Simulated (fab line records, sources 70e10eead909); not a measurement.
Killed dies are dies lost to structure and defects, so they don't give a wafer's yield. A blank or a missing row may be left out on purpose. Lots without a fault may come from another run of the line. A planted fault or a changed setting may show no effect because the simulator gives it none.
fab line records | flow nand_harc | part 2 of 2: steps 30 to 39 of 39
record lots=5 wafers=15 last_day=24
route steps=1159 shown P_BONDPAD@372 A_START@389 A_ZERO_WELL@390 A_SOURCE_PLATE@413
lots that met no fault: from a run of the same line without faults
start_h: hours from the record's first day to the start of the lot's first wafer shown | wait_h: hours since the lot's step before | " the same as in the row above | L1.1+2: a row that stands for several wafers | - no value, or no start given | * or withheld: withheld | < > ~ a bound
route shown NAME@n: a module of which the file shows steps, and the number in the route of the first | usual: mean/standard deviation of fault-free wafers | same: alike in all rows | chamber/n: place in a boat | sites: the reading at each site | _std_site: their standard deviation | _edge_site: outer sites' mean less inner sites' | radius_mm: how far each site lies from the wafer's centre | mask NAME#n: copy n | behind: the tool/chamber that last shaped the wafer | hold: why the lot was held/for how many hours/how that ended | device: the transistor (n, p or np) that didn't switch | end of line: the same wafers' tests at the end of the route | a step without rows: its recipe alone | killed: dies lost to structure and defects at the first sort, not the wafer's yield | map: a wafer's dies, x killed, . not, _ none there
set.NAME: the setting as run; set.NAME@STEP: as run at that earlier step | model.NAME: the simulator's own value behind a step, which no gauge read
lots at some steps of the route; a table a step, a row a wafer
services: from which hour (start_h, from the record's first day; less than 0 if before it) a tool's chamber was out of use, for how many hours, and why
## steps
# step NHARC_A_ZERO_WELL_DESCUM_12
# recipe time_s=3 o2_flow_sccm=200 ar_flow_sccm=0 bias_power_w=0 chemistry=O2
# usual drypump_motor_current_A=5.7/0.61 mfc_ar_sccm=0.012/0.014 oes_product_au=1.002/0.012 rf_vpp_V=57.9/0.9 showerhead_plenum_p_Torr=1.95/0.077 throttle_valve_pct=11.312/0.009
# columns lot.wafer tool chamber start_h wait_h drypump_motor_current_A mfc_ar_sccm oes_product_au rf_hours_counter_h rf_vpp_V showerhead_plenum_p_Torr throttle_valve_pct
L076.4 rie_diel-01 2 147.69 - 6.0 0.007 1.017 0 56.9 1.80 11.320
L076.3 " 1 " " 5.3 0 1.019 0 58.4 1.95 11.312
L076.6 " 2 " " 6.0 0.007 1.001 - 57.7 1.80 11.320
L085.4 rie_diel-03 1 194.94 - 5.3 0.032 1.005 16 57.9 2.06 11.303
L085.3 " 0 " " 4.8 0.002 1.007 14 57.3 1.95 11.316
L085.5 " 1 " " 5.3 0.032 1.003 - 60.8 2.06 11.322
L084.4 rie_diel-01 1 195.47 - 5.3 0 1.018 5 56.4 1.95 11.315
L084.5 " 2 " " 6.0 0.007 1.008 - 56.7 1.79 11.312
L084.6 " 3 " " 5.7 0.005 0.996 - 57.6 1.91 11.314
L089.3 rie_diel-01 1 227.40 - 5.3 0 1.010 7 57.9 1.95 11.306
L089.4 " 0 " " 5.7 0.029 1.020 6 57.9 1.89 11.310
L089.6 " 1 " " 5.4 0 1.013 - 56.6 1.95 11.318
L096.2 rie_diel-01 1 261.93 - 5.4 0 1.004 9 57.4 1.95 11.300
L096.6 " 3 " " 5.7 0.005 1.001 - 56.8 1.91 11.308
L096.5 " 0 " " 5.7 0.029 0.998 - 56.8 1.89 11.306
# step NHARC_A_ZERO_WELL_ETCH_19
# recipe target_depth_a=800 overetch_a=240 time_s=87.88 ion_energy_ev=200 n2_flow_sccm=150 h2_flow_sccm=150 ar_flow_sccm=0 rf_w=400 bias_w=150 chemistry=N2/H2
# usual drypump_motor_current_A=5.7/0.59 mfc_ar_sccm=0.012/0.014 n2_flow_sccm=150.0/0.48 oes_product_au=1.002/0.015 rf_vpp_V=431.6/2.4 showerhead_plenum_p_Torr=2.08/0.084 throttle_valve_pct=14.171/0.0091
# columns lot.wafer tool chamber start_h wait_h drypump_motor_current_A mfc_ar_sccm n2_flow_sccm oes_product_au rf_hours_counter_h rf_vpp_V showerhead_plenum_p_Torr throttle_valve_pct
L076.3 rie_diel-01 3 147.78 0.1 5.7 0.005 150.0 0.995 0 431.9 2.04 14.190
L076.4 " 0 " " 5.7 0.029 150.7 1.002 0 428.9 2.01 14.174
L076.6 " 3 " " 5.7 0.005 150.2 0.992 - 430.9 2.04 14.182
L085.3 rie_diel-03 1 195.03 0.1 5.3 0.032 149.8 1.005 16 435.3 2.20 14.174
L085.4 " 2 " " 6.8 0 150.8 0.997 16 429.6 1.99 14.158
L085.5 " 1 " " 5.3 0.032 149.8 1.001 - 435.0 2.20 14.169
L084.4 rie_diel-01 3 195.52 0.1 5.7 0.005 150.0 1.008 5 429.8 2.04 14.166
L084.5 " 3 " " 5.7 0.005 150.2 1.007 - 430.4 2.04 14.176
L084.6 " 0 " " 5.7 0.029 149.4 1.012 - 430.3 2.01 14.181
L089.3 rie_diel-01 2 227.48 0.1 6.0 0.007 149.3 0.995 7 427.0 1.91 14.176
L089.4 " 1 " " 5.4 0 149.4 1.006 7 432.5 2.08 14.192
L089.6 " 3 " " 5.7 0.005 150.0 0.996 - 430.9 2.04 14.175
L096.2 rie_diel-01 3 262.02 0.1 5.7 0.005 151.2 1.004 9 430.5 2.04 14.162
L096.5 " 0 " " 5.7 0.029 150.1 1.004 - 429.9 2.01 14.144
L096.6 " 1 " " 5.3 0 149.7 1.010 - 432.4 2.07 14.151
# step NHARC_A_ZERO_WELL_ETCH_13
# recipe target_depth_a=1200 time_s=40.1 hbr_flow_sccm=150 cl2_flow_sccm=50 rf_w=400 icp_w=400 bias_w=100 chemistry=HBr/Cl2
# usual drypump_motor_current_A=5.7/0.44 oes_product_au=1.003/0.014 throttle_valve_pct=26.407/0.0097
# columns lot.wafer tool chamber start_h wait_h drypump_motor_current_A oes_product_au rf_hours_counter_h throttle_valve_pct
L076.4 rie_si-04 0 147.91 - 5.9 1.000 0.3 26.409
L076.3 " 1 " " 5.1 0.986 0.3 26.402
L076.6 " 3 " " 5.5 0.993 - 26.433
L085.4 rie_si-04 0 195.14 - 5.9 0.987 0.7 26.404
L085.3 " 1 " " 5.1 0.996 0.8 26.415
L085.5 " 0 " " 5.9 0.987 - 26.410
L084.4 rie_si-03 2 195.69 - 5.4 1.008 0.2 26.410
L084.5 " 0 " " 5.7 1.006 - 26.397
L084.6 " 1 " " 6.1 1.016 - 26.405
L089.4 rie_si-03 2 227.63 - 5.4 1.014 0.4 26.404
L089.3 " 3 " " 6.1 0.998 0.4 26.410
L089.6 " 0 " " 5.8 0.984 - 26.412
L096.2 rie_si-04 3 262.16 - 5.5 1.004 1.1 26.426
L096.6 " 1 " " 5.1 0.996 - 26.411
L096.5 " 2 " " 6.6 1.015 - 26.410
# step NHARC_A_ZERO_WELL_STRIP_14
# recipe time_s=900 temp_c=130 chemistry=SPM
# columns lot.wafer tool chamber start_h wait_h
L076.3+4+6 wet_bench-06 7,0,1 148.06 -
L085.4+3+5 wet_bench-06 2,4,7 195.29 -
L084.4+5+6 wet_bench-09 0,3,5 195.81 -
L089.3+4+6 wet_bench-09 7,2,3 227.75 -
L096.6+2+5 wet_bench-06 4,7,0 262.30 -
# step NHARC_A_ZERO_WELL_IMPLANT_15
# recipe energy_kev=150 dose_cm2=1e+13 tilt_deg=7
# usual beam_on_s=9.99/0.22 faraday_current_uA=126.9/2.7
# columns lot.wafer tool chamber start_h wait_h beam_on_s faraday_current_uA
L076.3 implanter-01 0 148.52 0.1 10.18 124.7
L076.4 " 0 " " 9.91 128.1
L076.6 " 0 " " 9.99 127.2
L085.3 implanter-01 0 195.75 0.1 10.34 122.7
L085.4 " 0 " " 10.18 124.0
L085.5 " 0 " " 10.08 125.8
L084.4 implanter-01 0 196.31 0.1 10.15 124.7
L084.5 " 0 " " 10.16 124.7
L084.6 " 0 " " 10.26 123.5
L089.3 implanter-02 0 228.22 0.1 10.28 123.1
L089.4 " 0 " " 10.62 118.9
L089.6 " 0 " " 9.67 130.0
L096.2 implanter-02 0 262.73 0.1 10.28 123.5
L096.5 " 0 " " 9.98 127.5
L096.6 " 0 " " 9.70 130.5
# step NHARC_A_ZERO_WELL_PRECLEAN_22
# recipe time_s=60 temp_c=50 bath_age_min=0 chemistry=SC1
# columns lot.wafer tool chamber start_h wait_h
L076.6+3+4 wet_bench-05 6,0,2 148.69 0.1
L085.5+4+3 wet_bench-06 6,7,0 195.92 0.1
L084.6+4+5 wet_bench-09 5,6,0 196.44 0.0
L089.4+3+6 wet_bench-05 3,4,5 228.39 0.1
L096.6+5+2 wet_bench-05 7,1,2 262.92 0.0
# step NHARC_A_ZERO_WELL_SRD_23
# columns lot.wafer tool chamber start_h wait_h
L076.6+3+4 wet_bench-05 6,0,2 148.82 0.1
L085.5+4+3 wet_bench-06 6,7,0 - -
L084.6+4+5 wet_bench-09 5,6,0 - -
L089.4+3+6 wet_bench-05 3,4,5 - -
L096.6+5+2 wet_bench-05 7,1,2 - -
# step NHARC_A_ZERO_WELL_RTA_16
# recipe temp_c=1000 time_s=10
# usual lamp_power_pct=29.96/0.3 wafer_temp_C_max=1004.1/1.1
# columns lot.wafer tool chamber start_h wait_h lamp_power_pct wafer_temp_C_max
L076.3 rtp_anneal-01 0 148.99 0.2 30.23 1005.6
L076.4 " 0 " " 30.28 1003.4
L076.6 " 0 " " 30.26 1005.4
L085.3 rtp_anneal-02 0 196.10 - 29.63 1003.4
L085.4 " 0 " " 29.66 1003.8
L085.5 " 0 " " 29.69 1004.3
L084.4 rtp_anneal-01 0 196.65 - 30.24 1004.8
L084.5 " 0 " " 30.28 1005.8
L084.6 " 0 " " 30.24 1004.8
L089.3 rtp_anneal-01 0 228.56 - 30.23 1003.5
L089.4 " 0 " " 30.19 1004.5
L089.6 " 0 " " 30.26 1004.4
L096.2 rtp_anneal-01 0 263.08 - 30.19 1004.7
L096.5 " 0 " " 30.27 1003.4
L096.6 " 0 " " 30.26 1005.6
# step NHARC_A_ZERO_WELL_INSPECT_17
# usual raw_defect_count=9/5.4
# columns lot.wafer tool chamber start_h wait_h raw_defect_count
L076.3 defect_inspect-01 - 149.13 0.1 3
L076.4 " - " " 5
L076.6 " - " " 17
L085.3 defect_inspect-02 - 196.25 0.1 8
L085.4 " - " " 9
L085.5 " - " " 8
L084.4 defect_inspect-02 - 196.76 0.1 0
L084.5 " - " " 11
L084.6 " - " " 9
L089.3 defect_inspect-02 - 228.70 0.1 3
L089.4 " - " " 11
L089.6 " - " " 14
L096.2 defect_inspect-01 - 263.26 0.1 10
L096.5 " - " " 11
L096.6 " - " " 8
# step NHARC_A_SOURCE_PLATE_PRECLEAN_00
# recipe time_s=60 chemistry=HF-LAST
# columns lot.wafer tool chamber start_h wait_h
L076.6+4+3 wet_bench-02 6,0,2 149.19 0.1
L085.4+5+3 wet_bench-02 7,0,1 196.31 0.1
L084.5+4+6 wet_bench-02 1,4,5 196.82 0.1
L089.4+6+3 wet_bench-01 1,2,3 228.76 0.1
L096.2+6+5 wet_bench-01 6,0,1 263.31 0.1
## services
# columns tool chamber start_h hours kind
rie_diel-08 - 124.86 9.0 pm
rie_si-04 2 126.88 2.6 repair
wet_bench-06 - 129.60 8.0 pm
rie_diel-10 2 133.21 3.4 repair
rie_diel-10 1 135.60 11.1 repair
rie_diel-01 - 138.11 9.0 pm
rie_diel-08 2 143.46 1.6 repair
wet_bench-05 - 162.46 0.5 repair
litho_track-02 - 165.00 7.0 pm
rie_diel-08 2 165.10 8.6 repair
rie_diel-10 - 176.50 9.0 pm
wet_bench-02 - 180.00 8.0 pm
rie_diel-08 1 180.46 9.2 repair
rie_diel-01 3 188.51 1.5 repair
litho_track-07 - 189.00 7.0 pm
wet_bench-05 - 196.80 8.0 pm
rie_diel-10 2 206.85 1.4 repair
litho_track-03 - 213.00 7.0 pm
pvd_sputter-02 - 214.00 10.0 pm
wet_bench-08 - 230.40 8.0 pm
wet_bench-10 - 247.20 8.0 pm
krf_scanner-01 - 256.00 4.0 pm
wet_bench-09 - 259.63 1.0 repair
pvd_sputter-02 - 259.86 11.5 repair
